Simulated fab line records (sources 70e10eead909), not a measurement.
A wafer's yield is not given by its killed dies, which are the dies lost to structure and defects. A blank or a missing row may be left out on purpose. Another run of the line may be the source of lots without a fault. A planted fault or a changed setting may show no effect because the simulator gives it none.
Which tool did it? ; flow nand-harc ; 72 wafers from 24 lots sampled at 6 of the route's 1302 steps

WHAT EACH GAUGE READ, for each wafer
No reading from a measuring or inspecting step in the record can be judged against a usual standard deviation.

WHAT TOOL EACH LOT RAN ON (gives the tool, then ch and the chambers of the sampled wafers, and finally the start)
lot;NHARC_A_STAIRCASE_STRIP_238;NHARC_A_STAIRCASE_DESCUM_270;NHARC_A_STAIRCASE_HM_DEP_459;NHARC_A_STAIRCASE_DEP_151;NHARC_A_SGD_CUT_ETCH_59;NHARC_A_SGD_CUT_STRIP_17
L075;plasma-asher-01 ch 0,1, day 16 19:01;rie-diel-02 ch 0,1,2, day 17 01:26;acl-dep-01 ch 0, day 17 04:51;pecvd-01 ch 0,1,2, day 18 08:37;rie-diel-05 ch 0,2,3, no start;rie-diel-05 ch 0,1,2, no start
L074;plasma-asher-02 ch 0,1, day 17 05:41;rie-diel-06 ch 1,2, day 17 13:23;acl-dep-03 ch 0, day 17 18:06;pecvd-01 ch 0,1,2, day 18 21:06;rie-diel-12 ch 2,3, no start;rie-diel-12 ch 0,2,3, no start
L077;plasma-asher-02 ch 0,1, day 17 07:40;rie-diel-06 ch 0,1,2, day 17 15:56;acl-dep-02 ch 0, day 17 19:36;pecvd-02 ch 0,1,2, day 18 20:55;rie-diel-09 ch 0,3, no start;rie-diel-09 ch 0,3, no start
L076;plasma-asher-02 ch 0,1, day 17 08:50;rie-diel-04 ch 0,2, day 17 17:01;acl-dep-01 ch 0, day 17 21:30;pecvd-04 ch 0,2, day 18 20:49;rie-diel-12 ch 0,2, no start;rie-diel-12 ch 0,2, no start
L078;plasma-asher-01 ch 0,1, day 17 19:26;rie-diel-06 ch 1,2, day 18 03:32;acl-dep-01 ch 0, day 18 06:39;pecvd-04 ch 0,2, day 19 05:41;rie-diel-09 ch 0,3, no start;rie-diel-09 ch 0,3, no start
L079;plasma-asher-02 ch 0,1, day 17 20:22;rie-diel-02 ch 1,3, day 18 05:18;acl-dep-01 ch 0, day 18 08:30;pecvd-02 ch 1,2, day 19 09:16;rie-diel-05 ch 2,3, no start;rie-diel-05 ch 1,2,3, no start
L080;plasma-asher-01 ch 0,1, day 18 12:47;rie-diel-02 ch 0,2,3, day 18 19:49;acl-dep-01 ch 0, day 19 00:11;pecvd-02 ch 0,1,2, day 20 00:05;rie-diel-12 ch 1,2, no start;rie-diel-12 ch 0,1,2, no start
L081;plasma-asher-02 ch 0,1, day 19 09:52;rie-diel-02 ch 1,2, day 19 14:55;acl-dep-01 ch 0, day 19 19:04;pecvd-04 ch 0,2, day 20 19:26;rie-diel-12 ch 0,1, no start;rie-diel-12 ch 0,2, no start
L083;plasma-asher-02 ch 0,1, day 20 01:01;rie-diel-04 ch 1,2, day 20 08:46;acl-dep-02 ch 0, day 20 18:16;pecvd-02 ch 0,1,2, day 21 16:53;rie-diel-09 ch 1,2,3, no start;rie-diel-09 ch 2,3, no start
L082;plasma-asher-01 ch 0,1, day 20 01:59;rie-diel-06 ch 0,2, day 20 10:26;acl-dep-03 ch 0, day 20 17:01;pecvd-04 ch 0,2, day 21 16:42;rie-diel-05 ch 0,2,3, no start;rie-diel-05 ch 0,2,3, no start
L085;plasma-asher-02 ch 0,1, day 20 17:13;rie-diel-04 ch 0,1,2, day 20 23:17;acl-dep-01 ch 0, day 21 05:55;pecvd-04 ch 0,2, day 22 05:25;rie-diel-12 ch 0,3, no start;rie-diel-12 ch 2,3, no start
L086;plasma-asher-02 ch 0, day 20 17:49;rie-diel-02 ch 1,2, day 21 00:23;acl-dep-02 ch 0, day 21 05:21;pecvd-01 ch 0,2, day 22 05:19;rie-diel-05 ch 0,1, no start;rie-diel-05 ch 0,2,3, no start
L084;plasma-asher-02 ch 0,1, day 20 22:46;rie-diel-02 ch 0,2, day 21 04:06;acl-dep-01 ch 0, day 21 09:31;pecvd-04 ch 0,1,2, day 22 08:27;rie-diel-09 ch 0,3, no start;rie-diel-09 ch 0,2, no start
L087;plasma-asher-02 ch 0,1, day 22 06:13;rie-diel-04 ch 0,2,3, day 22 11:35;acl-dep-01 ch 0, day 22 17:25;pecvd-02 ch 0,1,2, day 23 19:25;rie-diel-12 ch 0,3, no start;rie-diel-12 ch 0,3, no start
L088;plasma-asher-01 ch 0,1, day 22 06:58;rie-diel-04 ch 0,1,3, day 22 13:17;acl-dep-03 ch 0, day 22 21:45;pecvd-02 ch 0,1,2, day 24 02:56;rie-diel-12 ch 0,2,3, no start;rie-diel-12 ch 1,2,3, no start
L090;plasma-asher-01 ch 0,1, day 22 14:43;rie-diel-04 ch 1,2,3, day 23 02:03;acl-dep-02 ch 0, day 23 05:58;pecvd-04 ch 1,2, day 24 07:33;rie-diel-05 ch 1,2,3, no start;rie-diel-05 ch 1,2,3, no start
L089;plasma-asher-02 ch 0,1, day 22 17:16;rie-diel-06 ch 1,2,3, day 23 03:27;acl-dep-02 ch 0, day 23 08:07;pecvd-01 ch 1,2, day 24 12:51;rie-diel-05 ch 1,2,3, no start;rie-diel-05 ch 0,1,2, no start
L091;plasma-asher-01 ch 0,1, day 23 23:23;rie-diel-04 ch 0,1,2, day 24 07:53;acl-dep-02 ch 0, day 24 11:31;pecvd-01 ch 0,2, day 25 11:52;rie-diel-05 ch 1,3, no start;rie-diel-05 ch 1,3, no start
L093;plasma-asher-02 ch 0,1, day 24 04:13;rie-diel-04 ch 0,1,2, day 24 11:22;acl-dep-02 ch 0, day 24 14:41;pecvd-02 ch 0,1,2, day 25 11:41;rie-diel-09 ch 1,3, no start;rie-diel-09 ch 0,1,2, no start
L092;plasma-asher-01 ch 0,1, day 24 04:34;rie-diel-02 ch 0,1,3, day 24 12:29;acl-dep-01 ch 0, day 24 16:45;pecvd-01 ch 0,1,2, day 25 15:50;rie-diel-05 ch 1,2, no start;rie-diel-05 ch 1,2, no start
L094;plasma-asher-01 ch 0,1, day 24 08:52;rie-diel-04 ch 0,2,3, day 24 14:25;acl-dep-01 ch 0, day 24 18:52;pecvd-04 ch 1,2, day 25 16:02;rie-diel-05 ch 1,2,3, no start;rie-diel-05 ch 1,2, no start
L095;plasma-asher-01 ch 0,1, day 24 22:32;rie-diel-04 ch 1,2, day 25 04:27;acl-dep-02 ch 0, day 25 08:53;pecvd-04 ch 0,1,2, day 26 14:26;rie-diel-05 ch 1,2,3, no start;rie-diel-05 ch 0,1,2, no start
L096;plasma-asher-01 ch 0,1, day 25 17:18;rie-diel-02 ch 1,2, day 25 23:23;acl-dep-02 ch 0, day 26 07:05;pecvd-02 ch 0,1, day 27 17:02;rie-diel-05 ch 2,3, no start;rie-diel-05 ch 0,1,2, no start
L097;plasma-asher-02 ch 1, day 25 18:51;rie-diel-02 ch 0,2,3, day 26 03:57;acl-dep-01 ch 0, day 26 14:01;pecvd-01 ch 1,2, day 27 16:47;rie-diel-12 ch 1,3, no start;rie-diel-12 ch 0,1,2, no start
- NHARC_A_STAIRCASE_STRIP_238: strips in O2.
- NHARC_A_STAIRCASE_DESCUM_270: chemistry O2, time 3 s.
- NHARC_A_STAIRCASE_HM_DEP_459: deposits aC, target thk 1500 nm.
- NHARC_A_STAIRCASE_DEP_151: deposits SiO2, target thk 7200 nm.
- NHARC_A_SGD_CUT_ETCH_59: etches the open film in N2/H2, target depth 260 nm, time 406.25 s.
- NHARC_A_SGD_CUT_STRIP_17: strips in O2.

WHAT THE TOOLS THEMSELVES READ (means of the sampled wafers that have a number; where no wafer has one, the mark that the record gives instead)
NHARC_A_STAIRCASE_STRIP_238.
lot;tool;drypump-motor-current-A (A);heater-power-w (W)
L075;plasma-asher-01;6.1;323
L074;plasma-asher-02;5.5;350
L077;plasma-asher-02;5.3;343
L076;plasma-asher-02;5.5;348
L078;plasma-asher-01;6.1;319
L079;plasma-asher-02;5.3;341
L080;plasma-asher-01;6.1;317
L081;plasma-asher-02;5.5;355
L083;plasma-asher-02;5.5;358
L082;plasma-asher-01;6.2;332
L085;plasma-asher-02;5.3;344
L086;plasma-asher-02;5.7;368
L084;plasma-asher-02;5.5;358
L087;plasma-asher-02;5.3;341
L088;plasma-asher-01;6.1;335
L090;plasma-asher-01;6.1;324
L089;plasma-asher-02;5.3;344
L091;plasma-asher-01;6.1;328
L093;plasma-asher-02;5.5;363
L092;plasma-asher-01;6.1;333
L094;plasma-asher-01;6.1;327
L095;plasma-asher-01;6.1;334
L096;plasma-asher-01;6.2;332
L097;plasma-asher-02;5.1;335

NHARC_A_STAIRCASE_DESCUM_270.
lot;tool;drypump-motor-current-A (A);o2-flow-sccm (sccm);oes-product-au (a.u.);rf-vpp-V (V);showerhead-plenum-p-Torr (Torr);throttle-valve-pct (%)
L075;rie-diel-02;5.94;200.1;0.999;57.9;1.85;11.301
L074;rie-diel-06;6.09;199.8;1.003;57.6;1.93;11.310
L077;rie-diel-06;5.81;200.1;1.002;58.6;1.91;11.311
L076;rie-diel-04;5.99;199.6;0.990;58.0;1.81;11.316
L078;rie-diel-06;6.16;199.6;0.992;57.8;1.89;11.307
L079;rie-diel-02;5.90;199.3;1.001;56.6;1.82;11.315
L080;rie-diel-02;6.04;200.3;1.001;57.8;1.84;11.314
L081;rie-diel-02;5.89;200.4;1.005;57.4;1.86;11.311
L083;rie-diel-04;6.09;200.1;0.990;57.2;1.82;11.310
L082;rie-diel-06;5.86;200.0;0.982;58.0;1.86;11.311
L085;rie-diel-04;5.90;200.8;0.997;56.8;1.81;11.320
L086;rie-diel-02;5.90;199.7;1.008;57.5;1.85;11.313
L084;rie-diel-02;5.99;200.4;1.005;56.8;1.83;11.304
L087;rie-diel-04;5.96;200.2;0.988;57.5;1.79;11.311
L088;rie-diel-04;5.90;199.3;1.005;56.9;1.79;11.312
L090;rie-diel-04;6.06;199.9;0.995;57.9;1.80;11.327
L089;rie-diel-06;6.00;200.3;0.995;57.7;1.95;11.308
L091;rie-diel-04;5.89;199.8;1.010;57.1;1.80;11.312
L093;rie-diel-04;5.91;200.5;1.003;57.2;1.80;11.308
L092;rie-diel-02;5.94;199.5;0.995;56.4;1.79;11.312
L094;rie-diel-04;5.95;200.0;1.002;56.8;1.88;11.316
L095;rie-diel-04;6.02;199.4;1.005;57.2;1.81;11.312
L096;rie-diel-02;5.90;199.2;0.999;56.7;1.84;11.305
L097;rie-diel-02;6.06;200.3;0.995;56.9;1.82;11.305

NHARC_A_STAIRCASE_HM_DEP_459.
lot;tool;throttle-valve-pct (%)
L075;acl-dep-01;34.993
L074;acl-dep-03;34.998
L077;acl-dep-02;35.002
L076;acl-dep-01;35.006
L078;acl-dep-01;35.002
L079;acl-dep-01;34.994
L080;acl-dep-01;35.001
L081;acl-dep-01;35.004
L083;acl-dep-02;34.991
L082;acl-dep-03;35.008
L085;acl-dep-01;35.001
L086;acl-dep-02;34.990
L084;acl-dep-01;34.996
L087;acl-dep-01;35.001
L088;acl-dep-03;35.005
L090;acl-dep-02;34.992
L089;acl-dep-02;34.989
L091;acl-dep-02;35.009
L093;acl-dep-02;35.000
L092;acl-dep-01;34.997
L094;acl-dep-01;35.007
L095;acl-dep-02;35.000
L096;acl-dep-02;34.999
L097;acl-dep-01;35.002

NHARC_A_STAIRCASE_DEP_151.
lot;tool;heater-power-w (W);mfc-precursor-sccm (sccm)
L075;pecvd-01;750;200.1
L074;pecvd-01;706;199.8
L077;pecvd-02;639;200.2
L076;pecvd-04;658;200.2
L078;pecvd-04;662;199.7
L079;pecvd-02;646;200.3
L080;pecvd-02;589;199.6
L081;pecvd-04;643;200.2
L083;pecvd-02;600;199.7
L082;pecvd-04;714;199.9
L085;pecvd-04;698;199.5
L086;pecvd-01;664;200.3
L084;pecvd-04;682;200.3
L087;pecvd-02;630;200.0
L088;pecvd-02;685;199.5
L090;pecvd-04;717;200.1
L089;pecvd-01;690;199.8
L091;pecvd-01;632;199.6
L093;pecvd-02;657;199.9
L092;pecvd-01;691;200.0
L094;pecvd-04;676;200.1
L095;pecvd-04;617;199.6
L096;pecvd-02;553;200.6
L097;pecvd-01;663;199.6

NHARC_A_SGD_CUT_ETCH_59.
lot;tool;drypump-motor-current-A (A);oes-product-au (a.u.);rf-vpp-V (V);showerhead-plenum-p-Torr (Torr);throttle-valve-pct (%)
L075;rie-diel-05;5.2;0.997;430.4;2.03;14.171
L074;rie-diel-12;5.7;0.993;428.8;1.98;14.177
L077;rie-diel-09;6.1;0.994;426.5;1.93;14.176
L076;rie-diel-12;5.6;1.003;430.4;2.03;14.174
L078;rie-diel-09;5.9;0.996;428.2;1.94;14.173
L079;rie-diel-05;5.0;0.979;429.6;2.01;14.176
L080;rie-diel-12;5.5;0.999;432.5;2.10;14.173
L081;rie-diel-12;5.5;1.008;428.8;1.99;14.169
L083;rie-diel-09;6.3;1.007;430.0;2.05;14.176
L082;rie-diel-05;5.2;0.995;430.9;2.02;14.166
L085;rie-diel-12;5.6;1.011;427.5;1.92;14.172
L086;rie-diel-05;5.4;1.015;428.8;1.98;14.172
L084;rie-diel-09;6.1;1.010;426.7;1.92;14.172
L087;rie-diel-12;5.7;1.000;426.6;1.92;14.173
L088;rie-diel-12;5.6;0.997;429.2;1.97;14.168
L090;rie-diel-05;5.2;1.000;429.6;2.02;14.170
L089;rie-diel-05;5.2;1.005;429.8;2.02;14.169
L091;rie-diel-05;5.1;0.998;428.8;1.96;14.162
L093;rie-diel-09;6.1;1.003;430.6;2.05;14.172
L092;rie-diel-05;5.4;1.009;429.8;2.03;14.176
L094;rie-diel-05;5.2;1.008;430.7;2.02;14.172
L095;rie-diel-05;5.2;1.010;429.5;2.02;14.165
L096;rie-diel-05;5.1;1.014;431.4;2.08;14.171
L097;rie-diel-12;5.7;0.994;428.9;1.99;14.175

NHARC_A_SGD_CUT_STRIP_17.
lot;tool;drypump-motor-current-A (A);o2-flow-sccm (sccm);oes-product-au (a.u.);rf-vpp-V (V);showerhead-plenum-p-Torr (Torr);throttle-valve-pct (%)
L075;rie-diel-05;5.4;500.6;0.992;58.0;3.52;17.041
L074;rie-diel-12;5.6;500.4;1.002;57.0;3.43;17.034
L077;rie-diel-09;6.2;499.7;1.008;57.7;3.35;17.031
L076;rie-diel-12;5.6;499.6;1.006;57.7;3.51;17.032
L078;rie-diel-09;5.9;499.9;1.005;56.8;3.38;17.043
L079;rie-diel-05;5.2;501.0;0.983;58.0;3.51;17.030
L080;rie-diel-12;5.5;500.9;1.002;58.4;3.54;17.052
L081;rie-diel-12;5.5;500.9;1.005;57.7;3.42;17.038
L083;rie-diel-09;6.4;498.8;1.014;57.3;3.42;17.034
L082;rie-diel-05;5.2;500.8;0.995;58.1;3.50;17.041
L085;rie-diel-12;5.6;500.5;0.999;57.3;3.51;17.038
L086;rie-diel-05;5.2;500.0;0.993;58.1;3.50;17.029
L084;rie-diel-09;6.0;499.5;1.000;56.9;3.48;17.039
L087;rie-diel-12;5.6;500.5;1.002;57.7;3.34;17.038
L088;rie-diel-12;5.6;499.9;1.009;58.6;3.54;17.035
L090;rie-diel-05;5.2;499.6;0.999;57.6;3.51;17.030
L089;rie-diel-05;5.4;500.4;1.009;58.1;3.52;17.040
L091;rie-diel-05;5.1;500.6;1.002;58.1;3.41;17.041
L093;rie-diel-09;6.1;501.0;0.996;57.5;3.56;17.034
L092;rie-diel-05;5.4;499.7;1.004;58.1;3.61;17.045
L094;rie-diel-05;5.4;500.1;1.005;57.6;3.52;17.032
L095;rie-diel-05;5.4;500.1;1.006;57.6;3.52;17.033
L096;rie-diel-05;5.4;499.3;1.014;57.7;3.52;17.033
L097;rie-diel-12;5.5;499.6;0.996;57.6;3.54;17.035

THE ANSWER, worked out from the rows above alone
Rule: what is usual is taken from the lots themselves. Put in order of their means at a reading, lots are off if they are a third of the lots or fewer, leave a main group of 4 or more, and stand apart from it by a gap of 3 or more times the standard deviation of the main group's means; of several such gaps the widest counts. A main group whose means are all the same, to the digits that the tables above print for the reading, isn't used. A lot without any number at a reading at which 4 lots or more have one is off too. All remaining lots with rows at the step are treated as sound. After the gauges, taken in route order, come the tools' own readings; for these a lot's mean is taken, as printed above. The first step at which some lot is off is used, and at that step the reading that is off furthest; a lot without a number counts as furthest.
None of the lots is off at any reading shown; this tells nothing.

WHAT THE SIMULATOR HAD INSERTED
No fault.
